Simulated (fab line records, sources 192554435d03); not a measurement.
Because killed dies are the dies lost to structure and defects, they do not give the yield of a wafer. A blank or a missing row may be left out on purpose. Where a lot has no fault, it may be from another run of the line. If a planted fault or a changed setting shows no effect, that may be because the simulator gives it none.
Split-lot trial ; flow n5Finfet ; on a route of 1938 steps: 7 lots, 21 wafers read

SPLIT DETAILS
At N5_BEOL_M5_ETCH_72 (etches underlayer in N2/H2, target depth 6.5 nm, time 5.2 s), the setting sourceW was moved away from the recipe's 840 W on 6 of the 21 wafers read, by -17.8% to +15.5%. For the rest of the wafers, this setting stayed at what the recipe calls for.

The reading comes from the split's own step.

THE READING
rfVppV, in V, at N5_BEOL_M5_ETCH_72 (etches underlayer in N2/H2, target depth 6.5 nm, time 5.2 s). On this fab line, fault-free wafers typically give 524.7 V with a standard deviation of 2.2 V.

wafer;tool, chamber at the split;sourceW as run, W;against the recipe;rfVppV, V;against lot-mates on the recipe
L075.1;rieDiel-03, 1;840;recipe;522.4;-
L075.4;rieDiel-03, 2;840;recipe;522.8;-
L075.5;rieDiel-03, 2;840;recipe;521.8;-
L078.2;rieDiel-04, 3;840;recipe;523.0;-
L078.4;rieDiel-04, 2;840;recipe;526.4;-
L078.5;rieDiel-04, 0;840;recipe;526.3;-
L077.2;rieDiel-05, 3;690.6;-17.8%;562.8;+36.6
L077.3;rieDiel-05, 1;840;recipe;526.2;-
L077.5;rieDiel-05, 2;840;recipe;526.1;-
L083.2;rieDiel-04, 3;840;recipe;520.8;-
L083.4;rieDiel-04, 1;800.5;-4.7%;532.8;+10.0
L083.6;rieDiel-04, 3;840;recipe;524.8;-
L088.1;rieDiel-03, 0;970.2;+15.5%;498.1;-23.4
L088.4;rieDiel-03, 2;970.2;+15.5%;499.1;-22.4
L088.5;rieDiel-03, 3;840;recipe;521.5;-
L090.3;rieDiel-05, 0;840;recipe;524.9;-
L090.5;rieDiel-05, 0;777.4;-7.5%;539.9;+15.0
L090.6;rieDiel-05, 3;777.4;-7.5%;540.9;+16.0
L092.1;rieDiel-05, 1;840;recipe;527.4;-
L092.2;rieDiel-05, 0;840;recipe;524.0;-
L092.5;rieDiel-05, 3;840;recipe;528.5;-

FIT RESULTS
A straight line over all 21 wafers: rfVppV changes by -1.89 V for each +1% of sourceW; r = -0.98; the points scatter about the line by 2.5 V.
The same after taking each lot's own level away (the mean of its wafers on the recipe; 21 wafers): -1.76 V for each +1%; r = -0.98; scatter 2.2 V.
Per that fit: largest sourceW move, reading shift of 31 V.
Measured against the standard deviation above, the lots' own levels, which go from 521.50 to 526.63 V, span 2.3 times it.
Hence the lot-to-lot level has little effect on the slope; both slopes agree.
Check: with one of the wafers moved furthest among these (-17.8%) left out of the fit, the line predicts +29.5 V for it against its lot-mates. Against them it came out at +36.6 V.
Tool readings at the split's step, against how far the setting was moved: etchRfOnTimeS r = -0.95; rfVppV r = -0.98.

FURTHER SPLITS ON THESE WAFERS
Other splits were also applied to these wafers ahead of the reading. Each is held against what the fit with the lots' levels taken away leaves over:
other split on the same wafers;wafers away from the commonest value;r with rfVppV (lot level and that fit taken away)
N5_BEOL_M4_COAT_62 spinRpm;7;-0.12
N5_BEOL_M5_DESCUM_16 timeS;7;-0.10

THE WHOLE CHAIN: every reading that the file lists as answering this split, in the file's order
step;what it does;reading;change (the file's fit);r (the file's)
N5_BEOL_M5_ETCH_72;etches underlayer in N2/H2, target depth 6.5 nm, time 5.2 s;etchRfOnTimeS;withheld for each +1% of the setting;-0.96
N5_BEOL_M5_ETCH_72;etches underlayer in N2/H2, target depth 6.5 nm, time 5.2 s;rfVppV;-1.84 V for each +1% of the setting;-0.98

FILE'S OWN FIT
rfVppV changes by -1.84 V for each +1% of sourceW, r = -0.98.
